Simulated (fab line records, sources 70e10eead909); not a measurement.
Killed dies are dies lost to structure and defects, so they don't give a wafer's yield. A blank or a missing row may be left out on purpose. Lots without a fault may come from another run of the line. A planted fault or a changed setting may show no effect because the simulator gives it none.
fab line records | flow nand_harc
record lots=7 wafers=21 last_day=34
route steps=1302 shown A_STAIRCASE@797 END@1302
lots that met no fault: from a run of the same line without faults
start_h: hours from the record's first day to the start of the lot's first wafer shown | wait_h: hours since the lot's step before | " the same as in the row above | L1.1+2: a row that stands for several wafers | - no value, or no start given | * or withheld: withheld | < > ~ a bound
route shown NAME@n: a module of which the file shows steps, and the number in the route of the first | usual: mean/standard deviation of fault-free wafers | same: alike in all rows | chamber/n: place in a boat | sites: the reading at each site | _std_site: their standard deviation | _edge_site: outer sites' mean less inner sites' | radius_mm: how far each site lies from the wafer's centre | mask NAME#n: copy n | behind: the tool/chamber that last shaped the wafer | hold: why the lot was held/for how many hours/how that ended | device: the transistor (n, p or np) that didn't switch | end of line: the same wafers' tests at the end of the route | a step without rows: its recipe alone | killed: dies lost to structure and defects at the first sort, not the wafer's yield | map: a wafer's dies, x killed, . not, _ none there
set.NAME: the setting as run; set.NAME@STEP: as run at that earlier step | model.NAME: the simulator's own value behind a step, which no gauge read
lots at some steps of the route; a table a step, a row a wafer
services: from which hour (start_h, from the record's first day; less than 0 if before it) a tool's chamber was out of use, for how many hours, and why
## steps
# step NHARC_A_STAIRCASE_DEHYDRATE_281
# recipe temp_c=150 time_s=120
# step NHARC_A_STAIRCASE_HMDS_282
# recipe time_s=30
# step NHARC_A_STAIRCASE_COAT_283
# recipe spin_rpm=1200
# step NHARC_A_STAIRCASE_SOFTBAKE_284
# recipe temp_c=135 time_s=170
# step NHARC_A_STAIRCASE_EBR_285
# step NHARC_A_STAIRCASE_EXPOSE_286
# recipe na=0.5 dose_mj=25.01 mask_id=CHOP_100
# step NHARC_A_STAIRCASE_PEB_287
# recipe peb_temp_c=115 peb_time_s=130
# step NHARC_A_STAIRCASE_DEVELOP_288
# recipe time_s=140
# step NHARC_A_STAIRCASE_HARDBAKE_290
# recipe temp_c=120 time_s=140
# step NHARC_A_STAIRCASE_DESCUM_291
# recipe time_s=3 o2_flow_sccm=200 ar_flow_sccm=0 bias_power_w=0 chemistry=O2
# usual drypump_motor_current_A=5.8/0.36 oes_product_au=1.001/0.013 rf_vpp_V=57.8/0.82 showerhead_plenum_p_Torr=1.89/0.07 throttle_valve_pct=11.313/0.0086
# columns lot.wafer tool chamber start_h wait_h drypump_motor_current_A oes_product_au rf_hours_counter_h rf_vpp_V showerhead_plenum_p_Torr throttle_valve_pct
L425.2 rie_diel-12 2 396.22 - 5.8 0.992 34 59.0 1.96 11.327
L425.5 " 2 " " 5.8 1.002 - 58.6 1.96 11.312
L425.6 " 3 " " 6.0 1.012 - 58.0 1.97 11.308
L426.3 rie_diel-08 2 411.53 - 5.9 0.998 11 58.2 1.97 11.308
L426.2 " 3 " " 6.4 1.001 12 60.1 1.99 11.305
L426.6 " 3 " " 6.4 1.002 - 58.0 1.99 11.320
L429.1 rie_diel-12 2 430.27 - 5.8 0.993 45 57.8 1.96 11.299
L429.5 " 3 " " 6.0 1.000 - 59.0 1.96 11.307
L429.6 " 0 " " 5.8 0.991 - 57.3 1.87 11.313
L430.4 rie_diel-08 2 453.59 - 5.9 1.011 24 57.7 1.96 11.310
L430.2 " 3 " " 6.4 1.015 23 56.6 1.99 11.316
L430.1 " 0 " " 5.8 1.008 26 58.0 1.77 11.319
L431.2 rie_diel-08 1 461.65 - 5.4 1.006 32 59.0 1.84 11.319
L431.3 " 0 " " 5.8 0.993 30 58.1 1.77 11.308
L431.5 " 2 " " 5.9 1.023 - 58.0 1.96 11.313
L445.2 rie_diel-08 2 592.75 - 5.9 0.995 10 57.4 1.95 11.323
L445.6 " 2 " " 5.9 1.008 - 57.8 1.95 11.319
L445.5 " 0 " " 5.8 1.019 - 58.1 2.07 11.305
L446.2 rie_diel-07 1 625.79 - 6.3 1.011 43 57.7 1.81 11.315
L446.3 " 2 " " 5.9 1.001 44 57.6 1.88 11.323
L446.6 " 0 " " 5.9 1.002 - 57.3 1.87 11.312
# step NHARC_A_STAIRCASE_ETCH_292
# recipe cf4_flow_sccm=100 chf3_flow_sccm=30 ar_flow_sccm=0 rf_w=500 bias_w=200 chemistry=CF4/CHF3
# usual cf4_flow_sccm=100.0/0.33 drypump_motor_current_A=5.8/0.35 oes_product_au=0.941/0.024 rf_vpp_V=369.9/2.1 showerhead_plenum_p_Torr=1.55/0.056 throttle_valve_pct=16.802/0.0093
# columns lot.wafer tool chamber start_h wait_h cf4_flow_sccm drypump_motor_current_A oes_product_au rf_hours_counter_h rf_vpp_V showerhead_plenum_p_Torr throttle_valve_pct
L425.2 rie_diel-12 3 396.30 0.1 100.4 6.0 0.952 38 373.4 1.61 16.808
L425.5 " 3 " " 100.0 6.0 0.971 - 372.7 1.61 16.806
L425.6 " 0 " " 99.9 5.8 0.960 - 369.4 1.54 16.808
L426.2 rie_diel-08 0 411.62 0.1 100.2 5.8 0.907 15 366.1 1.46 16.792
L426.3 " 3 " " 100.4 6.4 0.931 12 373.5 1.63 16.809
L426.6 " 0 " " 100.0 5.8 0.908 - 365.9 1.46 16.804
L429.1 rie_diel-12 2 430.48 0.2 99.9 5.8 0.913 45 372.6 1.61 16.798
L429.6 " 0 " " 99.9 5.8 0.927 - 367.9 1.54 16.803
L429.5 " 1 " " 100.0 5.6 0.915 - 370.3 1.52 16.814
L430.4 rie_diel-08 1 453.68 0.1 100.4 5.4 0.929 28 368.9 1.52 16.810
L430.2 " 2 " " 100.3 5.9 0.922 24 373.2 1.61 16.807
L430.1 " 3 " " 99.6 6.3 0.936 23 373.0 1.63 16.807
L431.2 rie_diel-08 0 461.74 0.1 100.2 5.8 0.904 30 366.0 1.46 16.798
L431.3 " 1 " " 99.8 5.4 0.928 32 369.6 1.52 16.807
L431.5 " 3 " " 99.7 6.4 0.923 - 374.0 1.63 16.795
L445.2 rie_diel-08 2 592.94 0.2 100.3 5.9 0.925 11 371.9 1.60 16.816
L445.5 " 1 " " 100.4 5.5 0.935 - 367.6 1.51 16.785
L445.6 " 0 " " 100.0 5.8 0.935 - 374.9 1.70 16.800
L446.2 rie_diel-07 1 625.88 0.1 99.9 6.3 0.972 43 367.5 1.50 16.798
L446.3 " 3 " " 100.2 4.9 0.983 47 366.9 1.48 16.812
L446.6 " 1 " " 100.0 6.3 0.970 - 367.9 1.50 16.808
# step NHARC_A_STAIRCASE_HM_OPEN_460
# recipe o2_flow_sccm=400 cos_flow_sccm=20 ar_flow_sccm=0 rf_w=500 bias_w=300 chemistry=O2/COS
# usual bias_w=300.1/0.9 chamber_pressure_mTorr=20.002/0.019 drypump_motor_current_A=5.8/0.37 oes_product_au=0.998/0.011 rf_vpp_V=466.6/2.7 showerhead_plenum_p_Torr=3.09/0.11 throttle_valve_pct=28.330/0.0091
# columns lot.wafer tool chamber start_h wait_h bias_w chamber_pressure_mTorr drypump_motor_current_A oes_product_au rf_hours_counter_h rf_vpp_V showerhead_plenum_p_Torr throttle_valve_pct
L425.2 rie_diel-12 3 396.42 - 302.5 20.000 6.0 1.000 38 469.7 3.20 28.334
L425.6 " 3 " " 301.1 20.012 6.0 0.998 - 468.4 3.20 28.333
L425.5 " 0 " " 300.7 19.995 5.8 0.981 - 465.9 3.06 28.328
L426.3 rie_diel-08 0 411.76 - 300.2 20.004 5.8 0.987 15 461.5 2.91 28.332
L426.2 " 2 " " 300.8 19.991 5.9 1.001 11 469.7 3.20 28.321
L426.6 " 3 " " 299.8 19.983 6.4 1.006 - 470.6 3.24 28.341
L429.1 rie_diel-12 3 430.59 - - - - - - - - -
L429.6 " 3 " " - - - - - - - -
L429.5 " 0 " " - - - - - - - -
L430.1 rie_diel-08 2 453.79 - - - - - - - - -
L430.2 " 3 " " - - - - - - - -
L430.4 " 1 " " - - - - - - - -
L431.2 rie_diel-08 0 461.88 - - - - - - - - -
L431.3 " 2 " " - - - - - - - -
L431.5 " 3 " " - - - - - - - -
L445.2 rie_diel-08 0 593.10 - 301.6 19.983 5.8 1.014 13 471.5 3.37 28.337
L445.5 " 0 " " 300.3 19.994 5.8 1.016 - 473.6 3.37 28.333
L445.6 " 1 " " 299.1 20.000 5.5 1.011 - 464.8 2.99 28.343
L446.2 rie_diel-07 3 626.02 - 298.3 20.024 4.9 1.001 47 463.2 2.95 28.320
L446.3 " 1 " " 299.9 20.001 6.3 1.016 43 462.4 2.97 28.338
L446.6 " 2 " " 300.6 20.005 6.0 1.000 - 464.6 3.07 28.339
# step NHARC_A_STAIRCASE_STRIP_461
# recipe o2_flow_sccm=400 cos_flow_sccm=20 ar_flow_sccm=0 bias_w=0 chemistry=O2/COS
# step NHARC_END_SORT_01
# recipe temp_c=25
# usual killed_at_array=56/17 killed_at_other=1.2/1.4 killed_at_periphery=4/3.2 killed_dies=61/16 killed_open=3.6/2.1 killed_short=2.7/1.8
# same gross_dies=677
# columns lot.wafer tool chamber start_h wait_h killed_at_array killed_at_other killed_at_periphery killed_dies killed_open killed_short
L429.1 prober-01 0 603.26 2.5 668 3 6 677 1 2
L429.5 prober-01 0 606.48 3.7 672 1 4 677 2 0
L429.6 prober-01 0 607.28 4.0 674 3 0 677 2 1
L430.1 prober-01 0 641.02 2.5 671 0 6 677 2 8
L430.2 prober-01 0 641.82 2.8 674 0 3 677 6 4
L430.4 prober-01 0 643.43 3.4 674 0 3 677 5 4
L431.2 prober-02 0 641.85 2.8 671 1 5 677 0 1
L431.3 prober-02 0 642.65 3.1 673 1 3 677 4 1
L431.5 prober-02 0 644.25 3.7 672 0 5 677 3 1
# killed by level:class
L429.1 A_STAIRCASE:area_open=609 A_SLIT:chamber_film_flake=24 A_CHANNEL_HOLE_D2:chamber_film_flake=21 A_CONTACT:chamber_film_flake=4 A_CHANNEL_HOLE_D1:chamber_film_flake=3 A_CHANNEL_FILL_D1:chamber_film_flake=3 THIN_TSV:chamber_film_flake=3 P_GATE:geometric_particle:open=1
L429.5 A_STAIRCASE:area_open=614 A_SLIT:chamber_film_flake=30 A_CHANNEL_HOLE_D2:chamber_film_flake=18 A_CHANNEL_FILL_D1:chamber_film_flake=5 A_STAIRCASE:chamber_film_flake=3 P_ZERO_WELL:chamber_film_flake=2 P_M0:geometric_particle:open=1 A_CHANNEL_FILL_D1:geometric_particle:open=1
L429.6 A_STAIRCASE:area_open=600 A_CHANNEL_HOLE_D2:chamber_film_flake=40 A_SLIT:chamber_film_flake=23 A_CONTACT:chamber_film_flake=6 THIN_TSV:chamber_film_flake=3 A_ONON_D2:geometric_particle:open=1 A_CHANNEL_FILL_D2:geometric_particle:open=1 A_SLIT:geometric_particle:short=1
L430.1 A_STAIRCASE:area_open=636 A_CHANNEL_HOLE_D2:chamber_film_flake=20 P_CONTACT:chamber_film_flake=3 A_DECK1_JOINT:geometric_particle:short=2 A_CHANNEL_HOLE_D1:chamber_film_flake=2 A_SLIT:chamber_film_flake=2 A_WL_FILL:chamber_film_flake=2 P_CONTACT:geometric_particle:open=1
L430.2 A_STAIRCASE:area_open=615 A_CHANNEL_HOLE_D2:chamber_film_flake=41 A_CHANNEL_HOLE_D1:chamber_film_flake=3 A_WL_FILL:chamber_film_flake=3 P_M0:geometric_particle:open=2 A_CHANNEL_FILL_D1:geometric_particle:short=2 A_ONON_D1:geometric_particle:short=1 A_CHANNEL_FILL_D1:geometric_particle:open=1
L431.2 A_STAIRCASE:area_open=587 A_SLIT:chamber_film_flake=34 A_CHANNEL_HOLE_D1:chamber_film_flake=30 A_CHANNEL_HOLE_D2:chamber_film_flake=11 A_STAIRCASE:chamber_film_flake=2 P_ZERO_WELL:chamber_film_flake=2 P_BONDPAD:chamber_film_flake=2 A_WL_FILL:chamber_film_flake=2
L431.3 A_STAIRCASE:area_open=580 A_CHANNEL_HOLE_D1:chamber_film_flake=38 A_SLIT:chamber_film_flake=34 A_CHANNEL_HOLE_D2:chamber_film_flake=11 A_WL_FILL:chamber_film_flake=4 P_M0:chamber_film_flake=2 A_CONTACT:chamber_film_flake=2 P_M2:geometric_particle:open=1
L430.4 A_STAIRCASE:area_open=630 A_CHANNEL_HOLE_D2:chamber_film_flake=24 A_CHANNEL_HOLE_D1:chamber_film_flake=5 A_WL_FILL:chamber_film_flake=4 A_SLIT:chamber_film_flake=3 A_STAIRCASE:chamber_film_flake=2 P_STI:geometric_particle:open=1 P_GATE:geometric_particle:open=1
L431.5 A_STAIRCASE:area_open=588 A_SLIT:chamber_film_flake=31 A_CHANNEL_HOLE_D1:chamber_film_flake=26 A_CHANNEL_HOLE_D2:chamber_film_flake=12 A_WL_FILL:chamber_film_flake=3 A_CONTACT:chamber_film_flake=3 P_ZERO_WELL:chamber_film_flake=2 A_CHANNEL_FILL_D1:chamber_film_flake=2
# map L429.1 (x killed, . not)
____________x____________
_________xxxxxxx_________
_______xxxxxxxxxxx_______
______xxxxxxxxxxxxx______
_____xxxxxxxxxxxxxxx_____
____xxxxxxxxxxxxxxxxx____
____xxxxxxxxxxxxxxxxx____
___xxxxxxxxxxxxxxxxxxx___
___xxxxxxxxxxxxxxxxxxx___
__xxxxxxxxxxxxxxxxxxxxx__
__xxxxxxxxxxxxxxxxxxxxx__
_xxxxxxxxxxxxxxxxxxxxxxx_
_xxxxxxxxxxxxxxxxxxxxxxx_
_xxxxxxxxxxxxxxxxxxxxxxx_
_xxxxxxxxxxxxxxxxxxxxxxx_
_xxxxxxxxxxxxxxxxxxxxxxx_
xxxxxxxxxxxxxxxxxxxxxxxxx
xxxxxxxxxxxxxxxxxxxxxxxxx
xxxxxxxxxxxxxxxxxxxxxxxxx
xxxxxxxxxxxxxxxxxxxxxxxxx
xxxxxxxxxxxxxxxxxxxxxxxxx
_xxxxxxxxxxxxxxxxxxxxxxx_
_xxxxxxxxxxxxxxxxxxxxxxx_
_xxxxxxxxxxxxxxxxxxxxxxx_
_xxxxxxxxxxxxxxxxxxxxxxx_
_xxxxxxxxxxxxxxxxxxxxxxx_
__xxxxxxxxxxxxxxxxxxxxx__
__xxxxxxxxxxxxxxxxxxxxx__
___xxxxxxxxxxxxxxxxxxx___
___xxxxxxxxxxxxxxxxxxx___
____xxxxxxxxxxxxxxxxx____
____xxxxxxxxxxxxxxxxx____
_____xxxxxxxxxxxxxxx_____
______xxxxxxxxxxxxx______
_______xxxxxxxxxxx_______
_________xxxxxxx_________
____________x____________
# map L430.1 (x killed, . not)
____________x____________
_________xxxxxxx_________
_______xxxxxxxxxxx_______
______xxxxxxxxxxxxx______
_____xxxxxxxxxxxxxxx_____
____xxxxxxxxxxxxxxxxx____
____xxxxxxxxxxxxxxxxx____
___xxxxxxxxxxxxxxxxxxx___
___xxxxxxxxxxxxxxxxxxx___
__xxxxxxxxxxxxxxxxxxxxx__
__xxxxxxxxxxxxxxxxxxxxx__
_xxxxxxxxxxxxxxxxxxxxxxx_
_xxxxxxxxxxxxxxxxxxxxxxx_
_xxxxxxxxxxxxxxxxxxxxxxx_
_xxxxxxxxxxxxxxxxxxxxxxx_
_xxxxxxxxxxxxxxxxxxxxxxx_
xxxxxxxxxxxxxxxxxxxxxxxxx
xxxxxxxxxxxxxxxxxxxxxxxxx
xxxxxxxxxxxxxxxxxxxxxxxxx
xxxxxxxxxxxxxxxxxxxxxxxxx
xxxxxxxxxxxxxxxxxxxxxxxxx
_xxxxxxxxxxxxxxxxxxxxxxx_
_xxxxxxxxxxxxxxxxxxxxxxx_
_xxxxxxxxxxxxxxxxxxxxxxx_
_xxxxxxxxxxxxxxxxxxxxxxx_
_xxxxxxxxxxxxxxxxxxxxxxx_
__xxxxxxxxxxxxxxxxxxxxx__
__xxxxxxxxxxxxxxxxxxxxx__
___xxxxxxxxxxxxxxxxxxx___
___xxxxxxxxxxxxxxxxxxx___
____xxxxxxxxxxxxxxxxx____
____xxxxxxxxxxxxxxxxx____
_____xxxxxxxxxxxxxxx_____
______xxxxxxxxxxxxx______
_______xxxxxxxxxxx_______
_________xxxxxxx_________
____________x____________
## services
# columns tool chamber start_h hours kind
rie_diel-08 0 376.88 - clean
rie_diel-08 1 376.88 - clean
rie_diel-08 2 376.88 - clean
rie_diel-08 3 376.88 - clean
rie_diel-08 3 376.88 - consumable_replace:focus_ring
rie_diel-07 0 385.23 18.2 repair
rie_diel-08 0 404.02 - clean
rie_diel-08 1 404.02 - clean
rie_diel-08 2 404.02 - clean
rie_diel-08 3 404.02 - clean
rie_diel-08 0 428.52 - clean
rie_diel-08 1 428.52 - clean
rie_diel-08 0 431.78 2.8 repair
rie_diel-07 2 437.81 9.2 repair
rie_diel-12 - 447.46 9.0 pm
rie_diel-07 - 471.34 9.0 pm
rie_diel-08 0 481.63 3.7 repair
rie_diel-08 - 488.25 0.8 repair
rie_diel-12 1 544.04 2.3 repair
rie_diel-08 - 544.88 9.0 pm
rie_diel-12 2 582.04 17.2 repair
rie_diel-08 3 590.36 5.6 repair
rie_diel-08 2 611.67 5.8 repair
rie_diel-12 - 624.46 9.0 pm
## key
first_sign step=NHARC_A_STAIRCASE_HM_OPEN_460 reading=tool_record direction=missing
effect step=NHARC_END_SORT_01 reading=killed_dies direction=up sigmas=37 usual=61 struck=677
more_kills_born_at NHARC_A_STAIRCASE_HM_OPEN_460@rie_diel-08=3636 NHARC_A_STAIRCASE_HM_OPEN_460@rie_diel-12=1824
met_at NHARC_A_STAIRCASE_HM_OPEN_460
struck_wafers L429.1,L429.5,L429.6,L430.1,L430.2,L430.4,L431.2,L431.3,L431.5
later_rows_left_out L429.1,L429.5,L429.6,L430.1,L430.2,L430.4,L431.2,L431.3,L431.5
tester_left_out L429,L430,L431
onset_between 411.76 430.59
fault kind=skipped_step_whole tool=rie_diel-08,rie_diel-12 chamber=- onset_h=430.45 steps=NHARC_A_STAIRCASE_HM_OPEN_460 scope=struck_lots_only
# tester_left_out: of these lots the tester's yield and bins aren't shown, on N5 and GAA mostly nor the transistor test; their killed dies are dies lost to structure and defects alone, not to doping, threshold or leakage, so they don't give the yield
# later_rows_left_out: the simulator's readings of these wafers behind a module that went badly wrong aren't trusted and aren't shown, but for the sort
